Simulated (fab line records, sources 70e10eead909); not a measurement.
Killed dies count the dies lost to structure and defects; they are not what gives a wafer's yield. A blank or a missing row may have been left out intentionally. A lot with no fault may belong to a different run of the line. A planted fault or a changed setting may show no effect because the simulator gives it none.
Which tool did it? :: flow nand_harc :: 33 wafers from 11 lots sampled at 2 of the route's 1159 steps

WHAT THE GAUGES SHOWED, per wafer
NHARC_P_ZERO_WELL_CD_MEAS_11: the cd target is 500 nm.
lot: L891
measured: day 1 19:26
on: cd_sem-01
cd_nm (nm): 504.2 502.2 501.4

lot: L892
measured: day 2 01:14
on: cd_sem-03
cd_nm (nm): 499.9 501.4 502.0

lot: L893
measured: day 2 07:14
on: cd_sem-01
cd_nm (nm): 501.9 499.6 503.5

lot: L894
measured: day 2 13:14
on: cd_sem-02
cd_nm (nm): 500.5 502.4 504.7

lot: L896
measured: day 3 01:14
on: cd_sem-03
cd_nm (nm): 503.0 502.9 502.4

lot: L902
measured: day 4 13:22
on: cd_sem-01
cd_nm (nm): 490.8 489.7 489.5

lot: L904
measured: day 5 01:10
on: cd_sem-02
cd_nm (nm): 492.1 490.7 492.2

lot: L907
measured: day 5 19:51
on: cd_sem-02
cd_nm (nm): 502.3 501.3 502.3

lot: L908
measured: day 6 01:07
on: cd_sem-01
cd_nm (nm): 500.1 499.7 503.0

lot: L912
measured: day 7 01:14
on: cd_sem-02
cd_nm (nm): 504.1 500.7 501.9

lot: L913
measured: day 7 07:15
on: cd_sem-01
cd_nm (nm): 503.5 505.4 502.9

EACH LOT AND THE TOOL THAT RAN IT (in order: tool; ch and the chambers of the sampled wafers; start)
lot: L891
NHARC_P_ZERO_WELL_SOFTBAKE_06: litho_track-02 ch 0, day 1 19:00

lot: L892
NHARC_P_ZERO_WELL_SOFTBAKE_06: litho_track-07 ch 0, day 2 00:00

lot: L893
NHARC_P_ZERO_WELL_SOFTBAKE_06: litho_track-02 ch 0, day 2 06:00

lot: L894
NHARC_P_ZERO_WELL_SOFTBAKE_06: litho_track-02 ch 0, day 2 12:00

lot: L896
NHARC_P_ZERO_WELL_SOFTBAKE_06: litho_track-02 ch 0, day 3 00:00

lot: L902
NHARC_P_ZERO_WELL_SOFTBAKE_06: litho_track-03 ch 0, day 4 12:00

lot: L904
NHARC_P_ZERO_WELL_SOFTBAKE_06: litho_track-03 ch 0, day 5 00:00

lot: L907
NHARC_P_ZERO_WELL_SOFTBAKE_06: litho_track-02 ch 0, day 5 19:00

lot: L908
NHARC_P_ZERO_WELL_SOFTBAKE_06: litho_track-07 ch 0, day 6 00:00

lot: L912
NHARC_P_ZERO_WELL_SOFTBAKE_06: litho_track-07 ch 0, day 7 00:00

lot: L913
NHARC_P_ZERO_WELL_SOFTBAKE_06: litho_track-07 ch 0, day 7 06:00
- NHARC_P_ZERO_WELL_SOFTBAKE_06: time 70 s.

THE ANSWER, worked out from the rows above alone
Rule: what is usual is taken from the lots themselves. Put in order of their means at a reading, lots are off if they are a third of the lots or fewer, leave a main group of 4 or more, and stand apart from it by a gap of 3 or more times the standard deviation of the main group's means; of several such gaps the widest counts. Not used: any main group whose means are identical at the precision the tables above print for the reading. A lot without any number at a reading at which 4 lots or more have one is off too. The other lots that the step has rows for count as sound.
Off: L902, L904, at NHARC_P_ZERO_WELL_CD_MEAS_11 (cd_nm). Main group: mean 502.2 nm, sd 0.87.
If a tool, at a process step before that reading, ran all the lots that are off and no sound lot after the first of them, it fits. Gauges at NHARC_P_ZERO_WELL_CD_MEAS_11: tried the same way as those tools. One candidate fits, namely litho_track-03 at NHARC_P_ZERO_WELL_SOFTBAKE_06. It ran no sound lot before its first lot that is off in this sample, so the start can't be narrowed down.

WHAT THE SIMULATOR HAD INSERTED
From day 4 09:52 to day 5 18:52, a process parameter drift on litho_track-03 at NHARC_P_ZERO_WELL_SOFTBAKE_06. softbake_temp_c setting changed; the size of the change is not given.
Lots struck among those shown: L902, L904. The same result came from the rule above.
